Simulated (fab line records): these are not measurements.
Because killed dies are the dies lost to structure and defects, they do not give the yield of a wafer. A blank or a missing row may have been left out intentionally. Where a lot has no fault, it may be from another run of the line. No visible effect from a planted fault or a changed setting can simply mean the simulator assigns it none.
fab line records | flow nand-harc
record: lots: 13 wafers: 37 last-day: 32
route steps=1302 shown A_ZERO_WELL@403 A_ONON_D1@431 END@1302
lots untouched by any fault: they come from a run of this same line in which no faults occurred
start-h: the number of hours between the record's first day and the start of the first shown wafer of the lot | wait-h: hours since the lot's step before | " unchanged from the row above | L1.1+2: a single row standing in for several wafers | - either no value or no given start | * or withheld: withheld | < > ~ a bound
route shown NAME@n: NAME is a module with steps in the file, n the number in the route of the first one | usual: the fault-free wafers' mean and standard deviation | same: alike in all rows | chamber/n: place in a boat | sites: each site's reading | _std_site: how widely they spread, as a standard deviation | _edge_site: inner sites' mean taken away from outer sites' mean | radius-mm: how far each site lies from the wafer's centre | mask NAME#n: copy n | behind: the most recent tool/chamber to have shaped the wafer | hold: why the lot went on hold/how many hours it stayed there/how the hold came to an end | device: the n, p or np transistor that did not switch | end of line: the route-end tests of the same wafers | step lacking rows: just its recipe | killed: dies lost to structure and defects at the first sort, not the wafer's yield | map: a wafer's dies, x killed, . not, _ none there
set.NAME: setting as actually run; set.NAME@STEP: the setting as run at that earlier step | model.NAME: the simulator's own value behind a step, which no gauge read
one table for each step of the route and one row for each wafer, over a sample of lots
services: when a tool's chamber went out of use (start-h, in hours from the record's first day, below 0 if earlier), for how many hours, and the reason
== steps ==
step: NHARC_A_ZERO_WELL_DESCUM_12
recipe: time-s: 3 o2-flow-sccm: 200 ar-flow-sccm: 0 bias-power-w: 0 chemistry: O2
usual: drypump-motor-current-A: 5.5/0.48 oes-product-au: 1.000/0.012 rf-vpp-V: 57.7/0.95 showerhead-plenum-p-Torr: 1.91/0.096 throttle-valve-pct: 11.312/0.0097
columns lot.wafer tool chamber start-h wait-h drypump-motor-current-A oes-product-au rf-hours-counter-h rf-vpp-V showerhead-plenum-p-Torr throttle-valve-pct
L899.4 rie-diel-11 3 144.56 - 5.5 0.999 19 58.1 1.90 11.311
L899.3 " 1 " " 4.9 0.990 20 58.1 1.80 11.313
L899.2 " 2 " " 5.9 0.985 22 59.5 1.93 11.298
L903.4 rie-diel-05 1 173.55 - 5.3 0.998 2 56.6 1.82 11.303
L903.3 " 3 " " 5.0 0.992 3 58.0 1.82 11.292
L903.6 " 0 " " 6.0 0.997 - 58.3 2.06 11.302
L904.3 rie-diel-05 3 184.33 - 5.0 0.990 3 56.4 1.82 11.300
L904.1 " 2 " " 6.0 1.011 2 56.8 1.96 11.318
L904.6 " 3 " " 5.0 0.985 - 56.9 1.82 11.316
L908.3 rie-diel-11 0 235.85 - 4.7 0.998 34 56.4 1.89 11.318
L908.5 " 1 " " 4.9 1.007 - 56.2 1.79 11.301
L910.3 rie-diel-05 3 252.05 - 5.0 0.995 0 57.8 1.82 11.281
L910.6 " 2 " " 6.0 1.013 - 58.3 1.96 11.310
L912.1 rie-diel-05 0 263.23 - 6.0 1.013 1 59.4 2.06 11.309
L912.4 " 2 " " 5.9 1.001 1 57.8 1.96 11.323
L912.6 " 3 " " 5.0 0.989 - 56.6 1.82 11.333
L913.1 rie-diel-05 0 280.98 - 6.0 1.008 1 58.0 2.06 11.307
L913.4 " 1 " " 5.3 1.014 1 56.7 1.82 11.312
L913.6 " 1 " " 5.3 1.007 - 58.5 1.82 11.328
L914.6 rie-diel-11 1 286.94 - 4.9 0.989 - 56.5 1.78 11.303
L914.4 " 3 " " 5.5 1.011 - 56.8 1.89 11.311
L914.5 " 0 " " 4.7 1.019 - 57.8 1.89 11.310
L916.3 rie-diel-05 2 316.03 - 5.9 1.001 2 58.2 1.96 11.321
L916.4 " 1 " " 5.3 1.020 2 57.3 1.82 11.312
L916.5 " 2 " " 6.0 1.008 - 56.8 1.95 11.312
L917.3 rie-diel-05 2 327.91 - 5.9 1.012 2 57.6 1.95 11.299
L917.1 " 3 " " 5.0 0.997 2 56.8 1.82 11.303
L917.5 " 1 " " 5.3 0.997 - 56.9 1.82 11.310
L919.1 rie-diel-05 2 337.98 - 6.0 0.995 2 58.3 1.96 11.319
L919.4 " 3 " " 5.0 0.986 2 56.7 1.82 11.309
L919.3 " 1 " " 5.3 1.010 2 55.0 1.82 11.302
L921.3 rie-diel-04 0 350.15 - 5.5 1.009 24 58.0 2.00 11.328
L921.5 " 3 " " 5.2 1.026 - 57.1 1.86 11.317
L921.6 " 0 " " 5.5 0.996 - 56.9 2.00 11.313
L922.4 rie-diel-11 0 367.35 - 4.7 1.009 31 59.4 1.88 11.297
L922.3 " 1 " " 4.9 0.969 34 57.2 1.77 11.310
L922.1 " 2 " " 5.9 1.012 32 56.5 1.91 11.328
step: NHARC_A_ONON_D1_THK_MEAS_11
recipe: thk-meas-gauge: ellipsometry
usual: thk-nm: 1000/10
columns lot.wafer tool chamber start-h wait-h thk-nm
L899.2 film-metro-01 - 169.07 - 995
L899.3 " - " " 994
L899.4 " - " " 994
L903.3 film-metro-02 - 198.39 - 1003
L903.4 " - " " 1004
L903.6 " - " " 1003
L904.1 film-metro-02 - 210.98 - 1006
L904.3 " - " " 1006
L904.6 " - " " 1007
L908.3 film-metro-01 - 257.86 - 995
L908.5 " - " " 997
L910.3 film-metro-01 - 275.05 - 1000
L910.6 " - " " 998
L912.1 film-metro-02 - 288.89 - 982
L912.4 " - " " 983
L912.6 " - " " 982
L913.1 film-metro-02 - 306.03 - 1012
L913.4 " - " " 1012
L913.6 " - " " 1013
L914.4 film-metro-01 - 310.90 - 1011
L914.5 " - " " 1010
L914.6 " - " " 1012
L916.3 film-metro-02 - 342.33 - 985
L916.4 " - " " 986
L916.5 " - " " 986
L917.1 film-metro-02 - 351.89 - 983
L917.3 " - " " 981
L917.5 " - " " 983
L919.1 film-metro-01 - 362.18 - 1011
L919.3 " - " " 1012
L919.4 " - " " 1010
L921.3 film-metro-01 - 374.27 - 1009
L921.5 " - " " 1009
L921.6 " - " " 1007
L922.1 film-metro-02 - 391.32 - 1002
L922.3 " - " " 1004
L922.4 " - " " 1001
step: NHARC_A_ONON_D1_DEP_25
recipe: target-thk-a: 10000 n2-flow-sccm: 2750 n2o-flow-sccm: 2000 nh3-flow-sccm: 500 sih4-flow-sccm: 210 temp-c: 400
usual: sih4-flow-sccm: 209.9/0.58
columns lot.wafer tool chamber start-h wait-h sih4-flow-sccm
L899.2 pecvd-onon-03 0 179.13 0.1 210.0
L899.3 " 0 " " 209.4
L899.4 " 0 " " 210.5
L903.3 pecvd-onon-04 0 207.99 0.2 209.5
L903.4 " 0 " " 210.8
L903.6 " 0 " " 209.6
L904.1 pecvd-onon-01 0 221.85 0.1 209.4
L904.3 " 0 " " 209.9
L904.6 " 0 " " 209.7
L908.3 pecvd-onon-01 0 267.50 0.2 209.1
L908.5 " 0 " " 208.9
L910.3 pecvd-onon-01 0 284.48 0.2 210.0
L910.6 " 0 " " 209.8
L912.1 pecvd-onon-01 0 299.49 0.1 210.0
L912.4 " 0 " " 209.6
L912.6 " 0 " " 209.3
L913.1 pecvd-onon-03 0 316.58 0.1 209.2
L913.4 " 0 " " 209.1
L913.6 " 0 " " 210.3
L914.4 pecvd-onon-03 0 323.67 0.2 209.9
L914.5 " 0 " " 209.8
L914.6 " 0 " " 210.2
L917.1 pecvd-onon-01 0 358.30 0.1 210.5
L917.3 " 0 " " 210.6
L917.5 " 0 " " 210.7
L916.3 pecvd-onon-03 0 358.31 0.2 210.4
L916.4 " 0 " " 210.0
L916.5 " 0 " " 209.1
L919.1 pecvd-onon-01 0 373.89 0.1 210.1
L919.3 " 0 " " 210.4
L919.4 " 0 " " 210.5
L921.3 pecvd-onon-03 0 383.68 0.2 210.7
L921.5 " 0 " " 210.2
L921.6 " 0 " " 209.9
L922.1 pecvd-onon-01 0 400.88 0.1 211.0
L922.3 " 0 " " 210.5
L922.4 " 0 " " 210.9
step: NHARC_A_ONON_D1_THK_MEAS_27
recipe: thk-meas-gauge: ellipsometry
usual: thk-nm: 1002/13
columns lot.wafer tool chamber start-h wait-h thk-nm
L899.2 film-metro-02 - 179.59 - 1027
L899.3 " - " " 1029
L899.4 " - " " 1028
L903.3 film-metro-01 - 208.39 - 1016
L903.4 " - " " 1014
L903.6 " - " " 1015
L904.1 film-metro-01 - 222.37 - 982
L904.3 " - " " 981
L904.6 " - " " 982
L908.3 film-metro-02 - 267.90 - 992
L908.5 " - " " 666
L910.3 film-metro-02 - 284.88 - 992
L910.6 " - " " 663
L912.1 film-metro-01 - 300.00 - 1002
L912.4 " - " " 1003
L912.6 " - " " 675
L913.1 film-metro-01 - 317.09 - 996
L913.4 " - " " 996
L913.6 " - " " 996
L914.4 film-metro-01 - 324.01 - 994
L914.5 " - " " 994
L914.6 " - " " 995
L916.3 film-metro-01 - 358.71 - 1009
L916.4 " - " " 1010
L916.5 " - " " 1011
L917.1 film-metro-01 - 358.81 - 983
L917.3 " - " " 983
L917.5 " - " " 984
L919.1 film-metro-01 - 374.40 - 988
L919.3 " - " " 988
L919.4 " - " " 987
L921.3 film-metro-01 - 384.07 - 1005
L921.5 " - " " 1005
L921.6 " - " " 1006
L922.1 film-metro-02 - 401.39 - 1002
L922.3 " - " " 1005
L922.4 " - " " 1004
step: NHARC_A_ONON_D1_INSPECT_32
usual: raw-defect-count: 76/27
columns lot.wafer tool chamber start-h wait-h raw-defect-count
L899.2 defect-inspect-01 - 180.71 0.0 53
L899.3 " - " " 60
L899.4 " - " " 52
L903.3 defect-inspect-02 - 209.49 0.0 128
L903.4 " - " " 97
L903.6 " - " " 76
L904.1 defect-inspect-02 - 223.49 0.0 106
L904.3 " - " " 85
L904.6 " - " " 95
L908.3 defect-inspect-02 - 269.00 0.0 50
L908.5 " - " " 38
L910.3 defect-inspect-02 - 286.01 0.0 68
L910.6 " - " " 82
L912.1 defect-inspect-02 - 301.10 0.0 49
L912.4 " - " " 43
L912.6 " - " " 41
L913.1 defect-inspect-02 - 318.23 0.0 121
L913.4 " - " " 77
L913.6 " - " " 107
L914.4 defect-inspect-01 - 325.14 0.0 88
L914.5 " - " " 49
L914.6 " - " " 55
L916.3 defect-inspect-02 - 359.81 0.0 85
L916.4 " - " " 92
L916.5 " - " " 90
L917.1 defect-inspect-01 - 359.91 0.0 74
L917.3 " - " " 88
L917.5 " - " " 105
L919.1 defect-inspect-02 - 375.64 0.0 68
L919.3 " - " " 76
L919.4 " - " " 90
L921.3 defect-inspect-02 - 385.17 0.0 124
L921.5 " - " " 65
L921.6 " - " " 89
L922.1 defect-inspect-02 - 402.49 0.0 42
L922.3 " - " " 29
L922.4 " - " " 34
step: NHARC_END_SORT_01
recipe: temp-c: 25
usual: killed-at-array: 54/12 killed-at-other: 0.7/1.1 killed-at-periphery: 3.9/2.8 killed-dies: 59/13 killed-open: 3.4/2 killed-short: 2.5/1.7
same: gross-dies: 677
columns lot.wafer tool chamber start-h wait-h killed-at-array killed-at-other killed-at-periphery killed-dies killed-open killed-short
L908.3 prober-01 0 653.47 3.1 52 3 2 57 2 1
L908.5 prober-01 0 655.05 3.7 671 0 6 677 6 5
L910.3 prober-01 0 667.54 3.1 42 0 5 47 4 1
L910.6 prober-01 0 669.95 4.0 674 0 3 677 8 5
L912.1 prober-02 0 680.23 2.5 38 0 1 39 2 3
L912.4 prober-02 0 682.61 3.4 44 4 4 52 3 5
L912.6 prober-02 0 684.19 4.0 671 0 6 677 3 2
killed by level:class
L908.3 A_SLIT:chamber-film-flake=26 A_CHANNEL_HOLE_D2:chamber-film-flake=13 A_CHANNEL_FILL_D2:chamber-film-flake=3 A_WL_FILL:chamber-film-flake=3 A_BLC:chamber-film-flake=3 THIN_TSV:chamber-film-flake=3 P_CONTACT:geometric-particle:open=2 A_CHANNEL_HOLE_D1:chamber-film-flake=2
L908.5 A_ONON_D1:area-dep=614 A_SLIT:chamber-film-flake=19 A_CHANNEL_HOLE_D2:chamber-film-flake=15 A_BONDPAD:chamber-film-flake=5 P_BONDPAD:chamber-film-flake=3 A_CHANNEL_HOLE_D1:chamber-film-flake=3 P_GATE:chamber-film-flake=2 A_BLC:geometric-particle:open=2
L910.3 A_SLIT:chamber-film-flake=27 A_CONTACT:chamber-film-flake=6 P_CONTACT:chamber-film-flake=3 A_CHANNEL_FILL_D1:geometric-particle:open=2 A_CHANNEL_HOLE_D1:chamber-film-flake=2 P_M1:geometric-particle:open=1 A_ONON_D1:geometric-particle:short=1 A_WL_FILL:geometric-particle:open=1
L910.6 A_ONON_D1:area-dep=619 A_SLIT:chamber-film-flake=24 A_CONTACT:chamber-film-flake=7 A_CHANNEL_HOLE_D2:chamber-film-flake=6 A_CHANNEL_HOLE_D1:chamber-film-flake=4 A_CHANNEL_FILL_D1:geometric-particle:open=3 A_STAIRCASE:chamber-film-flake=3 A_CHANNEL_FILL_D1:geometric-particle:short=2
L912.1 A_CHANNEL_HOLE_D2:chamber-film-flake=19 A_CHANNEL_HOLE_D1:chamber-film-flake=5 A_WL_FILL:chamber-film-flake=5 A_STAIRCASE:chamber-film-flake=3 A_CHANNEL_HOLE_D1:geometric-particle:short=1 A_CHANNEL_FILL_D2:geometric-particle:short=1 A_SGD_CUT:geometric-particle:open=1 A_WL_FILL:geometric-particle:short=1
L912.4 A_CHANNEL_HOLE_D2:chamber-film-flake=19 A_CHANNEL_HOLE_D1:chamber-film-flake=7 A_SLIT:chamber-film-flake=7 P_CONTACT:chamber-film-flake=3 THIN_TSV:chamber-film-flake=3 A_CHANNEL_FILL_D1:geometric-particle:short=2 A_STAIRCASE:chamber-film-flake=2 P_BONDPAD:geometric-particle:open=1
L912.6 A_ONON_D1:area-dep=641 A_CHANNEL_HOLE_D2:chamber-film-flake=13 A_CHANNEL_HOLE_D1:chamber-film-flake=6 P_CONTACT:chamber-film-flake=4 A_SLIT:chamber-film-flake=4 A_WL_FILL:chamber-film-flake=3 P_M1:geometric-particle:open=1 A_ONON_D1:geometric-particle:short=1
== services ==
columns tool chamber start-h hours kind
pecvd-onon-04 - 130.03 13.0 pm
rie-diel-05 0 135.10 - clean
rie-diel-05 1 135.10 - clean
rie-diel-05 2 135.10 - clean
rie-diel-11 0 163.92 32.8 repair
rie-diel-11 2 170.86 4.2 repair
rie-diel-04 - 177.90 9.0 pm
rie-diel-11 2 220.60 10.0 repair
pecvd-onon-03 - 227.00 13.0 pm
rie-diel-05 - 229.60 9.0 pm
pecvd-onon-03 - 252.67 1.8 repair
rie-diel-11 0 256.01 5.4 repair
rie-diel-11 - 256.90 0.4 repair
rie-diel-11 - 257.35 9.0 pm
pecvd-onon-01 - 269.39 13.0 pm
rie-diel-11 2 284.12 4.6 repair
rie-diel-04 1 290.83 2.3 repair
rie-diel-05 1 306.42 2.3 repair
pecvd-onon-04 - 311.03 13.0 pm
pecvd-onon-01 - 311.31 9.6 repair
rie-diel-04 0 311.71 11.6 repair
rie-diel-11 0 325.90 7.3 repair
rie-diel-11 3 330.71 3.4 repair
rie-diel-04 - 354.90 9.0 pm
== key ==
first-sign: step: NHARC_A_ONON_D1_THK_MEAS_27 reading: thk-nm direction: down sigmas: 25 usual: 1002 struck: 668
effect: step: NHARC_END_SORT_01 reading: killed-at-array direction: up sigmas: 50 usual: 54 struck: 672
more-kills-born-at: NHARC_A_ONON_D1_DEP_25@pecvd-onon-01: 1874
met-at NHARC_A_ONON_D1_DEP_25
struck-lots L908,L910,L912
struck-wafers L908.5,L910.6,L912.6
later-rows-left-out L908.5,L910.6,L912.6
tester-left-out L908,L910,L912
not-acting-at NHARC_A_ZERO_WELL_DESCUM_12,NHARC_A_ONON_D1_THK_MEAS_11,NHARC_A_ONON_D1_INSPECT_32
onset-between 221.85 267.50
fault: kind: process-parameter-drift tool: pecvd-onon-01 chamber: - onset-h: 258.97 steps: NHARC_A_ONON_D1_DEP_25 channel: target-thk-a offset: * shape: step end-h: 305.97 scope: struck-wafers-only acts-in: * stated: *
tester-left-out: of these lots the tester's yield and bins aren't shown, on N5 and GAA mostly nor the transistor test; their killed dies are dies lost to structure and defects alone, not to doping, threshold or leakage, so they don't give the yield
later-rows-left-out: the simulator's readings of these wafers behind a module that went badly wrong aren't trusted and aren't shown, but for the sort
